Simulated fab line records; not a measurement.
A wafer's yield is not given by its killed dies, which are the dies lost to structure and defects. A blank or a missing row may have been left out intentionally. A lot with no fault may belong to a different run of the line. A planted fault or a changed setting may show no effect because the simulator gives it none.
fab line records	flow n5_finfet
record lots=4	wafers=12	last_day=17
route steps=1938 shown BEOL_M3@959 BEOL_M4@1111 PASSIVATION@1936
lots with no fault: from the same line, run without faults
start_h: start of the lot's first displayed wafer, in hours after the record's first day	wait_h: time in hours since the lot's previous step	" unchanged from the row above	L1.1+2: one row covering several wafers at once	- no value, or no start given	* or withheld: withheld	< > ~ a bound
route shown NAME@n: names a module that has steps shown in the file, with the first one's number in the route	usual: mean/standard deviation of fault-free wafers	same: alike in all rows	chamber/n: place in a boat	sites: the reading at each site	_std_site: their standard deviation	_edge_site: inner sites' mean taken away from outer sites' mean	radius_mm: how far each site lies from the wafer's centre	mask NAME#n: copy n	behind: tool/chamber where the wafer was last shaped	hold: why the lot went on hold/how many hours it stayed there/how the hold came to an end	device: the transistor (n, p or np) that didn't switch	end of line: the same wafers' tests at the end of the route	for a step that has no rows: nothing shown but its recipe	killed: dies that structure and defects cost at the first sort, which is not the same as the wafer's yield	map: shows each die of a wafer: x if killed, . if not, _ if none is there
set.NAME: the setting that was run; set.NAME@STEP: the one run at that earlier step	model.NAME: the simulator's own value behind a step, which no gauge read
lots seen at some steps along the route; tables by step, rows by wafer
services: from which hour (start_h, from the record's first day; less than 0 if before it) a tool's chamber was out of use, for how many hours, and why
## steps
# step N5_BEOL_M3_COAT_76
# recipe resist=underlayer	temp_c=205	time_s=60	spin_rpm=1500	resist_thk_nm=5
# step N5_BEOL_M3_COAT_22
# recipe resist=CAR-EUV	spin_rpm=1500	resist_thk_nm=30
# step N5_BEOL_M3_EBR_24
# recipe solvent=PGMEA	ebr_width_mm=1.5
# step N5_BEOL_M3_SOFTBAKE_23
# recipe temp_c=110	time_s=60	resist=CAR-EUV
# step N5_BEOL_M3_EXPOSE_25
# recipe mask_id=V2	na=0.33	source_shape=quasar	sigma_inner=0.2	sigma_outer=0.8	polarization=unpolarized	defocus_nm=5	dose_mj=63
# step N5_BEOL_M3_PEB_26
# recipe peb_temp_c=100	peb_time_s=60	resist=CAR-EUV
# step N5_BEOL_M3_DEVELOP_27
# recipe develop_time_s=30	developer=TMAH	resist=CAR-EUV	rinse_liquid=surfactant_rinse	dry=air_spin	dev_temp_c=23
# step N5_BEOL_M3_DESCUM_33
# recipe chemistry=O2	time_s=7	source_power_w=50	bias_power_w=20	pressure_mtorr=20	rf_frequency_hz=2.712e+07	temp_c=40	resist=CAR-EUV	o2_flow_sccm=225
# step N5_BEOL_M3_ETCH_77
# recipe chemistry=N2/H2	target=underlayer	target_depth_a=65	mask_material=CAR-EUV	time_s=5.2	ion_energy_ev=200	pressure_mtorr=30	source_w=840	bias_w=150	n2_flow_sccm=200	h2_flow_sccm=200	ends=cleared
# step N5_BEOL_M3_ETCH_69
# recipe chemistry=CF4	target=SiARC	target_depth_a=156	mask_material=CAR-EUV	time_s=26	ion_energy_ev=80	pressure_mtorr=40	source_w=545	bias_w=36	Ar_flow_sccm=100	cf4_flow_sccm=100	ends=cleared
# usual bias_w=36.00/0.11	cf4_flow_sccm=99.96/0.29	chamber_pressure_mTorr=40.00/0.037	drypump_motor_current_A=5.8/0.49	etch_rf_on_time_s=26.2/0.65	oes_product_au=0.68/0.066	rf_vpp_V=184.1/1.2	showerhead_plenum_p_Torr=2.15/0.078	throttle_valve_pct=15.72/0.19
lot.wafer	tool	chamber	start_h	wait_h	bias_w	cf4_flow_sccm	chamber_pressure_mTorr	drypump_motor_current_A	etch_rf_on_time_s	oes_product_au	rf_hours_counter_h	rf_vpp_V	showerhead_plenum_p_Torr	throttle_valve_pct
L245.2	rie_diel-05	2	230.56	0.0	-	-	-	-	-	-	-	-	-	-
L245.4	"	3	"	"	-	-	-	-	-	-	-	-	-	-
L245.6	"	1	"	"	-	-	-	-	-	-	-	-	-	-
L246.2	rie_diel-06	1	233.92	0.0	-	-	-	-	-	-	-	-	-	-
L246.3	"	3	"	"	-	-	-	-	-	-	-	-	-	-
L246.4	"	2	"	"	-	-	-	-	-	-	-	-	-	-
L247.3	rie_diel-05	1	234.24	0.0	36.09	99.95	40.00	5.4	25.9	0.66	153	182.8	2.04	15.56
L247.4	"	2	"	"	36.19	99.92	39.99	5.0	24.9	0.74	59	183.2	2.09	15.68
L247.6	"	0	"	"	35.70	99.63	40.02	6.8	26.2	0.69	-	184.6	2.24	15.50
L256.1	rie_diel-06	0	291.47	0.0	35.97	100.79	39.96	5.8	26.2	0.76	28	184.9	2.19	15.78
L256.2	"	3	"	"	36.01	99.72	40.02	5.9	27.3	0.66	120	183.4	2.07	15.75
L256.4	"	2	"	"	35.98	100.27	40.03	5.4	24.9	0.78	17	184.8	2.28	15.42
# step N5_BEOL_M3_ALD_98
# recipe material=SiO2	target_thk_a=25	temp_c=100	ald_precursor_family=BDEAS	ald_co_reactant=O2-plasma	pulse_time_s=1	co_reactant_pulse_time_s=1	purge_time_s=2	co_reactant_purge_time_s=2	ald_cycles=17	pressure_torr=2
# step N5_BEOL_M3_ETCHBACK_99
# recipe chemistry=CHF3	target=SiO2	target_depth_a=50	time_s=10.4	source_w=215	bias_w=47	Ar_flow_sccm=200	CHF3_flow_sccm=12	ion_energy_ev=100	pressure_mtorr=30
# usual chamber_pressure_mTorr=30.000/0.03	drypump_motor_current_A=5.8/0.53	oes_product_au=0.79/0.081	rf_vpp_V=243/3.8	showerhead_plenum_p_Torr=2.17/0.08	throttle_valve_pct=17.18/0.18
lot.wafer	tool	chamber	start_h	wait_h	chamber_pressure_mTorr	drypump_motor_current_A	oes_product_au	rf_hours_counter_h	rf_vpp_V	showerhead_plenum_p_Torr	throttle_valve_pct
L245.2	rie_diel-03	0	231.84	1.1	29.979	5.9	0.30	106	243	2.18	17.15
L245.4	"	3	"	"	30.042	5.6	0.27	193	235	2.14	17.18
L245.6	"	2	"	"	30.014	6.1	0.27	-	240	2.21	17.32
L246.2	rie_diel-06	2	234.89	0.6	30.039	5.4	0.36	1	243	2.31	16.91
L246.3	"	1	"	"	30.012	6.3	0.28	173	248	2.23	17.43
L246.4	"	0	"	"	30.046	5.8	0.35	7	246	2.20	17.13
L247.3	rie_diel-06	0	235.36	0.9	29.979	5.8	0.94	8	245	2.20	17.18
L247.4	"	2	"	"	30.016	5.4	0.99	1	242	2.31	16.93
L247.6	"	1	"	"	30.019	6.3	0.75	-	248	2.23	17.45
L256.1	rie_diel-03	3	296.75	5.2	29.977	5.6	0.70	210	236	2.14	17.25
L256.2	"	0	"	"	30.027	5.9	0.78	123	244	2.17	17.23
L256.4	"	2	"	"	29.981	6.1	0.69	248	241	2.20	17.37
# step N5_BEOL_M3_ETCH_70
# recipe chemistry=N2/H2	target=SOC	target_depth_a=800	overetch_a=160	mask_material=SiARC	temp_c=40	time_s=120	ion_energy_ev=200	pressure_mtorr=30	source_w=840	bias_w=150	n2_flow_sccm=200	h2_flow_sccm=200
# usual bias_w=150.0/0.49	chamber_pressure_mTorr=30.005/0.027	drypump_motor_current_A=5.8/0.53	oes_product_au=0.61/0.057	rf_vpp_V=524.2/2.6	showerhead_plenum_p_Torr=2.56/0.096	throttle_valve_pct=17.92/0.23
lot.wafer	tool	chamber	start_h	wait_h	bias_w	chamber_pressure_mTorr	drypump_motor_current_A	oes_product_au	rf_hours_counter_h	rf_vpp_V	showerhead_plenum_p_Torr	throttle_valve_pct
L245.2	rie_diel-03	0	231.87	0.0	150.2	30.011	5.9	0.30	106	525.6	2.57	17.89
L245.4	"	3	"	"	149.6	29.998	5.6	0.27	193	523.7	2.52	17.81
L245.6	"	2	"	"	150.4	30.024	6.1	0.26	-	527.7	2.62	18.03
L246.2	rie_diel-06	2	234.93	0.0	150.0	30.038	5.4	0.36	1	527.8	2.70	17.51
L246.3	"	1	"	"	148.9	30.057	6.4	0.28	173	526.3	2.66	18.40
L246.4	"	0	"	"	150.6	29.967	5.8	0.35	8	525.2	2.60	17.86
L247.3	rie_diel-06	0	235.40	0.0	149.7	29.964	5.8	0.72	8	526.2	2.60	17.90
L247.4	"	2	"	"	149.8	29.938	5.4	0.74	1	528.3	2.70	17.58
L247.6	"	1	"	"	149.2	30.013	6.4	0.58	-	527.5	2.66	18.45
L256.1	rie_diel-03	3	296.79	0.0	150.7	30.029	5.6	0.54	210	523.3	2.51	17.89
L256.2	"	0	"	"	150.8	29.981	5.9	0.60	123	524.0	2.56	17.95
L256.4	"	2	"	"	150.2	30.030	6.1	0.55	248	525.7	2.61	18.10
# step N5_BEOL_M3_STRIP_71
# recipe chemistry=N2/H2	temp_c=40	n2_flow_sccm=200	h2_flow_sccm=200	rf_frequency_hz=6e+07
# step N5_BEOL_M4_RC_MEAS_101
# usual DIBL_N=36.1/1.6	DIBL_P=35.8/2.1	IOFF_N=0.16/0.031	IOFF_P=0.21/0.034	ION_N=673/12	ION_P=461/7.2	SS_N=71.4/0.59	SS_P=73.3/0.63	VT_N=250/3.1	VT_P=-250/3.3
lot.wafer	tool	chamber	start_h	wait_h	DIBL_N[mV/V]	DIBL_P[mV/V]	IOFF_N[nA/um]	IOFF_P[nA/um]	ION_N[uA/um]	ION_P[uA/um]	SS_N[mV/dec]	SS_P[mV/dec]	VT_N[mV]	VT_P[mV]
L247.3	prober-02	0	254.15	0.3	33.5	33.2	0.13	0.17	668	463	70.3	72.5	250	-252
L247.4	"	0	"	"	36.6	36.0	0.18	0.20	687	461	72.0	73.0	246	-254
L247.6	"	0	"	"	33.2	32.4	0.12	0.15	671	460	70.5	72.3	253	-254
L256.1	prober-02	0	310.03	0.0	31.9	32.8	0.13	0.16	671	454	70.8	72.9	252	-254
L256.2	"	0	"	"	35.8	37.0	0.17	0.21	682	467	71.5	73.8	249	-247
L256.4	"	0	"	"	36.3	36.9	0.19	0.21	677	462	72.1	74.2	245	-249
# step N5_PASSIVATION_PROBE_49
# usual defect_limited_yield=91.0/1.5	killed_at_M0_to_M3=35/11	killed_at_M4_up=13/6	killed_at_contacts=14/6.5	killed_at_front_end=40/12	killed_at_other=4/3.4	killed_dies=106/18	killed_on_rim=14/4.7	killed_open=68/14	killed_short=35/7.7	sort_bin_5_function=5.2/0.98	sort_bin_6_memory=3.4/0.72	sort_n_pass=1074/18	sort_yield_pct=91.0/1.5
# same gross_dies=1180	killed_at_back_side=0	sort_bin_4_leakage[%]=0	sort_bin_8_speed[%]=0
lot.wafer	tool	chamber	start_h	wait_h	defect_limited_yield[%]	killed_at_M0_to_M3	killed_at_M4_up	killed_at_contacts	killed_at_front_end	killed_at_other	killed_dies	killed_on_rim	killed_open	killed_short	sort_bin_5_function[%]	sort_bin_6_memory[%]	sort_n_pass	sort_yield_pct[%]
L245.2	prober-01	-	357.12	0.1	0	1111	13	11	43	2	1180	152	77	29	96.5	3.1	0	0
L245.4	prober-01	-	357.22	0.2	0	1078	15	40	42	5	1180	152	98	37	94.8	4.9	0	0
L245.6	prober-01	-	357.32	0.3	0	1118	11	18	28	5	1180	152	50	32	97.3	2.7	0	0
L246.2	prober-02	-	366.62	0.1	0	1111	18	8	40	3	1180	152	55	42	96.9	2.7	0	0
L246.3	prober-02	-	366.67	0.1	0	1108	20	15	32	5	1180	152	66	39	97.1	2.6	0	0
L246.4	prober-02	-	366.72	0.2	0	1101	21	3	52	3	1180	152	61	45	96.7	2.7	0	0
# killed by level:class
L245.2 BEOL_M3:area_etch=1074 STI_FIN_REVEAL:geometric_particle:open=16 BEOL_M2:geometric_particle:open=12 MOL_CONTACT_COAG:geometric_particle:open=11 BEOL_M4:geometric_particle:open=10 BEOL_M0_SAQP:geometric_particle:open=6 STI_FIN_REVEAL:geometric_particle:short=6 BEOL_M3:geometric_particle:open=6
L245.4 BEOL_M3:area_etch=1042 MOL_CONTACT_COAG:geometric_particle:open=31 BEOL_M2:geometric_particle:open=10 FIN_SAQP:geometric_particle:open=9 MOL_CONTACT_COAG:geometric_particle:short=9 GATE_CUT:geometric_particle:short=8 DUMMY_GATE:geometric_particle:open=7 GATE_CUT:geometric_particle:open=7
L245.6 BEOL_M3:area_etch=1097 MOL_CONTACT_COAG:geometric_particle:open=15 GATE_CUT:geometric_particle:short=9 FIN_SAQP:geometric_particle:short=5 BEOL_M0:geometric_particle:open=5 BEOL_M4:geometric_particle:open=4 MIM_TOP_ETCH:geometric_particle:short=4 FIN_SAQP:geometric_particle:open=3
L246.2 BEOL_M3:area_etch=1083 BEOL_M1:geometric_particle:open=9 BEOL_M4:geometric_particle:open=8 FIN_SAQP:geometric_particle:open=7 FIN_SAQP:geometric_particle:short=7 MOL_CONTACT_COAG:geometric_particle:open=7 BEOL_M0_SAQP:geometric_particle:short=6 STARTING-WAFER:geometric_particle:open=6
L246.3 BEOL_M3:area_etch=1075 MOL_CONTACT_COAG:geometric_particle:open=13 BEOL_M0_SAQP:geometric_particle:open=8 BEOL_M4:geometric_particle:open=8 BEOL_M0_SAQP:geometric_particle:short=7 GATE_CUT:geometric_particle:short=6 FIN_SAQP:geometric_particle:open=5 BEOL_M2:geometric_particle:open=5
L246.4 BEOL_M3:area_etch=1072 FIN_SAQP:geometric_particle:short=16 BEOL_M0_SAQP:geometric_particle:open=15 STI_FIN_REVEAL:geometric_particle:open=9 FIN_SAQP:geometric_particle:open=7 BEOL_M4:geometric_particle:short=6 GATE_CUT:geometric_particle:short=6 GATE_CUT:geometric_particle:open=6
# map L245.2 (x killed, . not)
_________________xxxxxxxxxxxx________________
______________xxxxxxxxxxxxxxxxxx_____________
___________xxxxxxxxxxxxxxxxxxxxxxxx__________
__________xxxxxxxxxxxxxxxxxxxxxxxxxx_________
________xxxxxxxxxxxxxxxxxxxxxxxxxxxxxx_______
_______xxxxxxxxxxxxxxxxxxxxxxxxxxxxxxxx______
______xxxxxxxxxxxxxxxxxxxxxxxxxxxxxxxxxx_____
_____xxxxxxxxxxxxxxxxxxxxxxxxxxxxxxxxxxxx____
____xxxxxxxxxxxxxxxxxxxxxxxxxxxxxxxxxxxxxx___
___xxxxxxxxxxxxxxxxxxxxxxxxxxxxxxxxxxxxxxxx__
___xxxxxxxxxxxxxxxxxxxxxxxxxxxxxxxxxxxxxxxx__
__xxxxxxxxxxxxxxxxxxxxxxxxxxxxxxxxxxxxxxxxxx_
__xxxxxxxxxxxxxxxxxxxxxxxxxxxxxxxxxxxxxxxxxx_
_xxxxxxxxxxxxxxxxxxxxxxxxxxxxxxxxxxxxxxxxxxxx
_xxxxxxxxxxxxxxxxxxxxxxxxxxxxxxxxxxxxxxxxxxxx
_xxxxxxxxxxxxxxxxxxxxxxxxxxxxxxxxxxxxxxxxxxxx
_xxxxxxxxxxxxxxxxxxxxxxxxxxxxxxxxxxxxxxxxxxxx
_xxxxxxxxxxxxxxxxxxxxxxxxxxxxxxxxxxxxxxxxxxxx
_xxxxxxxxxxxxxxxxxxxxxxxxxxxxxxxxxxxxxxxxxxxx
_xxxxxxxxxxxxxxxxxxxxxxxxxxxxxxxxxxxxxxxxxxxx
_xxxxxxxxxxxxxxxxxxxxxxxxxxxxxxxxxxxxxxxxxxxx
__xxxxxxxxxxxxxxxxxxxxxxxxxxxxxxxxxxxxxxxxxx_
__xxxxxxxxxxxxxxxxxxxxxxxxxxxxxxxxxxxxxxxxxx_
___xxxxxxxxxxxxxxxxxxxxxxxxxxxxxxxxxxxxxxxx__
___xxxxxxxxxxxxxxxxxxxxxxxxxxxxxxxxxxxxxxxx__
____xxxxxxxxxxxxxxxxxxxxxxxxxxxxxxxxxxxxxx___
_____xxxxxxxxxxxxxxxxxxxxxxxxxxxxxxxxxxxx____
______xxxxxxxxxxxxxxxxxxxxxxxxxxxxxxxxxx_____
_______xxxxxxxxxxxxxxxxxxxxxxxxxxxxxxxx______
________xxxxxxxxxxxxxxxxxxxxxxxxxxxxxx_______
__________xxxxxxxxxxxxxxxxxxxxxxxxxx_________
___________xxxxxxxxxxxxxxxxxxxxxxxx__________
______________xxxxxxxxxxxxxxxxxx_____________
_________________xxxxxxxxxxxx________________
# map L246.2 (x killed, . not)
_________________xxxxxxxxxxxx________________
______________xxxxxxxxxxxxxxxxxx_____________
___________xxxxxxxxxxxxxxxxxxxxxxxx__________
__________xxxxxxxxxxxxxxxxxxxxxxxxxx_________
________xxxxxxxxxxxxxxxxxxxxxxxxxxxxxx_______
_______xxxxxxxxxxxxxxxxxxxxxxxxxxxxxxxx______
______xxxxxxxxxxxxxxxxxxxxxxxxxxxxxxxxxx_____
_____xxxxxxxxxxxxxxxxxxxxxxxxxxxxxxxxxxxx____
____xxxxxxxxxxxxxxxxxxxxxxxxxxxxxxxxxxxxxx___
___xxxxxxxxxxxxxxxxxxxxxxxxxxxxxxxxxxxxxxxx__
___xxxxxxxxxxxxxxxxxxxxxxxxxxxxxxxxxxxxxxxx__
__xxxxxxxxxxxxxxxxxxxxxxxxxxxxxxxxxxxxxxxxxx_
__xxxxxxxxxxxxxxxxxxxxxxxxxxxxxxxxxxxxxxxxxx_
_xxxxxxxxxxxxxxxxxxxxxxxxxxxxxxxxxxxxxxxxxxxx
_xxxxxxxxxxxxxxxxxxxxxxxxxxxxxxxxxxxxxxxxxxxx
_xxxxxxxxxxxxxxxxxxxxxxxxxxxxxxxxxxxxxxxxxxxx
_xxxxxxxxxxxxxxxxxxxxxxxxxxxxxxxxxxxxxxxxxxxx
_xxxxxxxxxxxxxxxxxxxxxxxxxxxxxxxxxxxxxxxxxxxx
_xxxxxxxxxxxxxxxxxxxxxxxxxxxxxxxxxxxxxxxxxxxx
_xxxxxxxxxxxxxxxxxxxxxxxxxxxxxxxxxxxxxxxxxxxx
_xxxxxxxxxxxxxxxxxxxxxxxxxxxxxxxxxxxxxxxxxxxx
__xxxxxxxxxxxxxxxxxxxxxxxxxxxxxxxxxxxxxxxxxx_
__xxxxxxxxxxxxxxxxxxxxxxxxxxxxxxxxxxxxxxxxxx_
___xxxxxxxxxxxxxxxxxxxxxxxxxxxxxxxxxxxxxxxx__
___xxxxxxxxxxxxxxxxxxxxxxxxxxxxxxxxxxxxxxxx__
____xxxxxxxxxxxxxxxxxxxxxxxxxxxxxxxxxxxxxx___
_____xxxxxxxxxxxxxxxxxxxxxxxxxxxxxxxxxxxx____
______xxxxxxxxxxxxxxxxxxxxxxxxxxxxxxxxxx_____
_______xxxxxxxxxxxxxxxxxxxxxxxxxxxxxxxx______
________xxxxxxxxxxxxxxxxxxxxxxxxxxxxxx_______
__________xxxxxxxxxxxxxxxxxxxxxxxxxx_________
___________xxxxxxxxxxxxxxxxxxxxxxxx__________
______________xxxxxxxxxxxxxxxxxx_____________
_________________xxxxxxxxxxxx________________
## services
tool	chamber	start_h	hours	kind
rie_diel-06	2	216.82	-	clean
rie_diel-06	2	216.82	-	consumable_replace:focus_ring
rie_diel-06	2	216.82	-	consumable_replace:showerhead
rie_diel-06	2	216.82	14.5	scheduled_down
rie_diel-06	2	216.82	14.5	vent_cycle
rie_diel-06	-	230.51	0.5	repair
rie_diel-06	2	237.70	13.5	repair
rie_diel-03	-	272.44	14.6	pm
## key
first_sign step=N5_BEOL_M3_ETCH_69	reading=tool_record	direction=missing
effect step=N5_BEOL_M3_ETCHBACK_99	reading=oes_product_au	direction=down	sigmas=6	usual=0.79	struck=0.31
effect step=N5_BEOL_M3_ETCH_70	reading=oes_product_au	direction=down	sigmas=5.3	usual=0.61	struck=0.30
effect step=N5_PASSIVATION_PROBE_49	reading=killed_at_M0_to_M3	direction=up	sigmas=96	usual=35	struck=1104
more_kills_born_at N5_BEOL_M3_ETCH_69@rie_diel-06=3228	N5_BEOL_M3_ETCH_69@rie_diel-05=3211
met_at N5_BEOL_M3_ETCH_69
struck_wafers L245.2,L245.4,L245.6,L246.2,L246.3,L246.4
later_rows_left_out L245.2,L245.4,L245.6,L246.2,L246.3,L246.4
earlier_fault kind=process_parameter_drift	tool=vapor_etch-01	chamber=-	onset_h=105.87	steps=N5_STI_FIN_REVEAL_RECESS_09	channel=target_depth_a	offset=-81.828	shape=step	acts_in=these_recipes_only	stated=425
fault kind=skipped_step_whole	tool=rie_diel-05,rie_diel-06	chamber=-	onset_h=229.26	steps=N5_BEOL_M3_ETCH_69	scope=struck_lots_only
# later_rows_left_out: the simulator's readings of these wafers behind a module that went badly wrong aren't trusted and aren't shown, but for the sort
